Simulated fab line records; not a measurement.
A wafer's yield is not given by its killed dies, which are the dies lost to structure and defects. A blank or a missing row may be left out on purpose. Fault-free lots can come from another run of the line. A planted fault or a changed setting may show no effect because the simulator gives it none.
2 desks looking at one fault || flow n5 finfet || what lay behind the numbers comes last; until then each desk has only its own

THE METROLOGY DESK
What the gauges read, lot by lot, whatever tool the lot ran on: means of the sampled wafers that have a number. Marked OUT: a lot whose mean sits more than 4 standard deviations from the usual mean, which makes it out of limits; the brackets give that distance. It has 10 readings; the 7 that lie furthest out on some lot are the ones shown.
Columns: A = DIBL_N at N5_BEOL_M4_RC_MEAS_101, usual 36.3 mV/V; B = DIBL_P at N5_BEOL_M4_RC_MEAS_101, usual 36.3 mV/V; C = IOFF_N at N5_BEOL_M4_RC_MEAS_101, usual 0.16 nA/um; D = IOFF_P at N5_BEOL_M4_RC_MEAS_101, usual 0.21 nA/um; E = SS_N at N5_BEOL_M4_RC_MEAS_101, usual 71.6 mV/dec; F = SS_P at N5_BEOL_M4_RC_MEAS_101, usual 73.3 mV/dec; G = VT_N at N5_BEOL_M4_RC_MEAS_101, usual 250 mV
{"lot": "L852", "first seen here": "day 8 07:41", "A": 32.4, "B": 31.6, "C": 0.10, "D": 0.15, "E": 70.0, "F": 72.0, "G": 257}
{"lot": "L853", "first seen here": "day 8 16:58", "A": 33.8, "B": 32.7, "C": 0.12, "D": 0.15, "E": 70.9, "F": 72.9, "G": 254}
{"lot": "L857", "first seen here": "day 10 03:58", "A": 32.8, "B": 33.0, "C": 0.13, "D": 0.18, "E": 71.2, "F": 72.7, "G": 254}
{"lot": "L859", "first seen here": "day 11 02:29", "A": 38.7, "B": 37.9, "C": 0.19, "D": 0.21, "E": 72.6, "F": 73.4, "G": 250}
{"lot": "L858", "first seen here": "day 11 13:41", "A": 35.0, "B": 33.9, "C": 0.13, "D": 0.20, "E": 71.9, "F": 72.3, "G": 254}
{"lot": "L870", "first seen here": "day 13 08:12", "A": 35.0, "B": 34.7, "C": 0.16, "D": 0.18, "E": 71.4, "F": 72.9, "G": 248}
{"lot": "L869", "first seen here": "day 13 20:22", "A": 36.7, "B": 36.7, "C": 0.17, "D": 0.19, "E": 71.3, "F": 73.2, "G": 250}
{"lot": "L872", "first seen here": "day 14 01:46", "A": 35.0, "B": 33.9, "C": 0.14, "D": 0.17, "E": 71.1, "F": 72.8, "G": 253}
{"lot": "L868", "first seen here": "day 14 07:01", "A": 36.8, "B": 37.4, "C": 0.20, "D": 0.23, "E": 71.8, "F": 74.1, "G": 247}
Result from this desk: across the 9 lots, nothing is out of limits.

AT THE TOOL OWNER'S DESK: rie metal-03
The tool's own readings at N5_GATE_CUT_CUT_ETCH_54 (etches TiN in Cl2/BCl3, target depth 96.7 nm): means of the sampled wafers that have a number, for each lot that ran on this tool. Marked OUT: a lot whose mean sits more than 4 standard deviations from the usual mean, which makes it out of limits; the brackets give that distance.
Columns: A = drypump motor current A at N5_GATE_CUT_CUT_ETCH_54, usual 5.7 A; B = etch rf on time s at N5_GATE_CUT_CUT_ETCH_54, usual 36.6 s; C = mfc cl2 sccm at N5_GATE_CUT_CUT_ETCH_54, usual 53.27 sccm; D = oes product au at N5_GATE_CUT_CUT_ETCH_54, usual 0.77 a.u.; E = throttle valve pct at N5_GATE_CUT_CUT_ETCH_54, usual 22.13 %
{"lot": "L852", "first seen here": "day 5 00:00", "A": 6.0, "B": 37.7, "C": 53.25, "D": 0.74, "E": 22.15}
{"lot": "L853", "first seen here": "day 5 07:11", "A": 5.9, "B": 37.8, "C": 53.33, "D": 0.73, "E": 22.16}
{"lot": "L857", "first seen here": "day 6 05:38", "A": 6.0, "B": 36.9, "C": "57.64 (+27) OUT", "D": 0.73, "E": "22.65 (+5.3) OUT"}
{"lot": "L859", "first seen here": "day 6 17:43", "A": 6.2, "B": 37.0, "C": "57.50 (+26) OUT", "D": 0.76, "E": "22.68 (+5.6) OUT"}
{"lot": "L858", "first seen here": "day 6 18:42", "A": 6.2, "B": 36.5, "C": "57.68 (+28) OUT", "D": 0.77, "E": "22.67 (+5.5) OUT"}
{"lot": "L868", "first seen here": "day 9 02:15", "A": 6.2, "B": 37.3, "C": 53.28, "D": 0.74, "E": 22.19}
{"lot": "L869", "first seen here": "day 9 07:44", "A": 6.0, "B": 37.0, "C": 53.10, "D": 0.71, "E": 22.17}
{"lot": "L872", "first seen here": "day 10 03:13", "A": 6.2, "B": 37.0, "C": 53.22, "D": 0.73, "E": 22.19}
This desk's verdict: out of limits on L857, L858, L859, starting with L857 at day 6 05:38 (mfc cl2 sccm at N5_GATE_CUT_CUT_ETCH_54). Within limits: L852, L853, L868, L869, L872.

PUT TOGETHER
The tool owner's desk could have raised an alarm at day 6 05:38, on L857, L858, L859.
Metrology desk: nothing out of limits seen.
The metrology desk holds a record of L857, L858, L859, inside its limits.
N5_GATE_CUT_CUT_ETCH_54 was run on rie metal-03 by each of the lots named.

WHAT HAD BEEN PUT IN BY THE SIMULATOR
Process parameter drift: rie metal-03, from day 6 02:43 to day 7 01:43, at N5_GATE_CUT_CUT_ETCH_54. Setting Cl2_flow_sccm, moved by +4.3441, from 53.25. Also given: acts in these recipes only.
Struck lots among those shown: L857, L858, L859.
Time in hours from fault onset to the first out-of-limits reading at each desk: the tool owner's desk, 3.
